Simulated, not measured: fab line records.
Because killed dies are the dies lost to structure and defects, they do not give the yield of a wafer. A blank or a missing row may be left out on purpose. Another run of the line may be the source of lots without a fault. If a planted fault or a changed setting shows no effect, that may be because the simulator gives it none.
Code-filled problem report in 8D (eight disciplines) form | flow n5_finfet | the parts of the form that need people (team, actions taken, sign-off) are left out

== 1. THE PROBLEM ==
Wafers without a fault read 1500.0 rpm, standard deviation 1; spin_speed_rpm at N5_BEOL_M6_COAT_60 reads a mean of 954.1 rpm on 6 wafers belonging to 2 lots. That is -99 or more standard deviations from the usual mean.
The step: time 60 s, resist thk 35 nm.
Earliest sighting: wafer L127.1 on litho_track-01 at day 13 21:20. The record has a number at this step for 30 wafers belonging to 10 lots. By rule, "out" or "out of limits" means more than 4 standard deviations away from the usual mean. Any other wafer with a number is counted as sound.

== 2. WHAT IT IS; WHAT IT IS NOT ==
question                    | is                     | is not
which readings at this step | spin_speed_rpm         | -
which lots                  | L124, L127             | L107, L108, L109, L110, L117, L128, L129, L130
which wafers of those lots  | all that have a number | -
read on which tools         | litho_track-01         | litho_track-03, litho_track-05
when                        | from day 13 21:20      | up to then (15 sound wafers); but 9 sound wafers of L128, L129, L130 came after

== 3. SUSPECTS, AND WHAT RULES EACH OUT ==
Counting: any tool at a process step up to the reading is kept as a suspect provided that every lot that is out went through it and no sound lot did after the first of them.
- rtp_anneal-01 at N5_BEOL_M5_ANNEAL_51 (time 90 s): ruled out as a lasting fault. The sound lots L128 went through it after L127, its earliest lot that is out (day 13 16:41).
- cmp-02 at N5_BEOL_M5_CMP_52 (polishes, stops on SiCOH lowk, t overpolish 6.9 s, target thk 62 nm): ruled out as a lasting fault. The sound lots L128 went through it after L127, its earliest lot that is out (day 13 16:59).
- litho_track-01 at N5_BEOL_M6_COAT_60 (time 60 s, resist thk 35 nm): kept. All lots that are out passed through it, beginning with L127 at day 13 21:20, and no sound lot followed; its final sound lot before that point was L117 at day 10 21:13. On those wafers its own readings are out: spin_speed_rpm.
The count leaves litho_track-01 at N5_BEOL_M6_COAT_60.

== 4. THE CAUSE (what the simulator had put in) ==
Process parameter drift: litho_track-01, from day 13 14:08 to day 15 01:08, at N5_BEOL_M6_COAT_60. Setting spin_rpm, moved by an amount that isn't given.
The count eliminated every tool but this one.

== 5. THE EFFECT CHAIN, in route order ==
Rows list readings where the struck wafers' mean (over those with a number) sits beyond 3 standard deviations from the usual. Only readings whose record carries a usual standard deviation are examined. hours: median over the lots of the time between each lot's start at the first step of this table that gives one and its start at this step. sigmas: the change, counted in usual standard deviations.
hours | step               | reading           | usual      | on struck wafers | change | sigmas
0     | N5_BEOL_M6_COAT_60 | spin_speed_rpm    | 1500.0 rpm | 954.1            | -545.9 | -99 or more
0     | N5_BEOL_M6_ETCH_61 | etch_rf_on_time_s | 76.7 s     | 94.4             | +17.7  | +11
Its process steps:
- N5_BEOL_M6_COAT_60: time 60 s, resist thk 35 nm.
- N5_BEOL_M6_ETCH_61: etches SiARC in CF4, target depth 45.5 nm, time 75.8 s.

== 6. HOW IT WOULD HAVE BEEN CAUGHT EARLIER ==
7 hours passed between the start of the fault at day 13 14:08 and the first reading out of limits in this record, taken at day 13 21:20.
